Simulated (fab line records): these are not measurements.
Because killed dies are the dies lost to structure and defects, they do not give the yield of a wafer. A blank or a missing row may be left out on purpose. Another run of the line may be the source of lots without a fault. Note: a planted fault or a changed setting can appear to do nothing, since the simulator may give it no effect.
Matching of chambers    flow n5_finfet    rie_diel-06 running N5_BEOL_M5_STRIP_19: 4 sister chambers
The step strips in O2. 4 wafers are shown with their chamber, then 10 later ones without.

WAFERS, EACH WITH ITS CHAMBER
wafer   chamber  showerhead_plenum_p_Torr (Torr)
L090.3  2        2.10
L090.5  3        2.23
L090.6  0        2.18
L088.5  1        2.04

WAFERS WHOSE CHAMBER IS MISSING
wafer   showerhead_plenum_p_Torr (Torr)
L088.6  2.18
L095.4  2.10
L095.5  2.04
L095.6  2.10
L091.1  2.04
L091.2  2.23
L091.3  2.18
L089.1  2.23
L089.2  2.10
L089.3  2.17

CHAMBER TAKEN BY EACH
wafer   from the rows above  in truth
L088.6  0                    0
L095.4  2                    2
L095.5  1                    1
L095.6  2                    2
L091.1  1                    1
L091.2  3                    3
L091.3  0                    0
L089.1  3                    3
L089.2  2                    2
L089.3  0                    0
10 of 10 placed correctly. Not placeable from these rows: 0. Number placed wrongly: 0.
How it was worked out, from the rows above alone: a wafer's distance from a chamber is the root of the sum, over the readings, of the square of ((its reading less the chamber's mean) divided by the reading's scatter). The wafer belongs to the nearest chamber; if the next one is less than 2 further off, it can't be placed. The mean given for a chamber averages the wafers shown for that chamber. The scatter: with one shown wafer a chamber, the root of the mean of the squares of how far each hidden wafer lies from its nearest shown one.
